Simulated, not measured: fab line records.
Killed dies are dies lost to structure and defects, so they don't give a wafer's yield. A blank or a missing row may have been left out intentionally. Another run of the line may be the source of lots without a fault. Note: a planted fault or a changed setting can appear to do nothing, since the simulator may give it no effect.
Matching of chambers    flow nand-harc    NHARC_P_GATE_DESCUM_48 on rie-diel-13 has 4 sister chambers
The step chemistry O2, time 3 s. 4 wafers are shown with their chamber, then 7 later ones without.

== WAFERS PAIRED WITH THEIR CHAMBERS ==
wafer   chamber  showerhead-plenum-p-Torr (Torr)
L081.3  1        2.07
L088.3  2        1.84
L088.4  0        1.97
L089.5  3        1.91

== WAFERS MISSING THEIR CHAMBER ==
wafer   showerhead-plenum-p-Torr (Torr)
L089.6  1.84
L093.2  1.83
L093.4  2.06
L093.6  1.97
L095.2  2.06
L095.4  1.91
L095.6  1.83

== EACH ONE'S CHAMBER ==
wafer   from the rows above  in truth
L089.6  2                    2
L093.2  2                    2
L093.4  1                    1
L093.6  0                    0
L095.2  1                    1
L095.4  3                    3
L095.6  2                    2
Correctly placed: 7 of 7. Can't be placed from these rows: 0. 0 placed wrongly.
How it was worked out, from the rows above alone: a wafer's distance from a chamber is the root of the sum, over the readings, of the square of ((its reading less the chamber's mean) divided by the reading's scatter). If the next closest chamber is less than 2 further off than the closest, the wafer can't be placed; otherwise it belongs to the closest. Each chamber's mean is taken over the wafers shown for it. The scatter (one wafer shown for each chamber): square how far every hidden wafer sits from the nearest shown wafer, average those squares and take the square root.
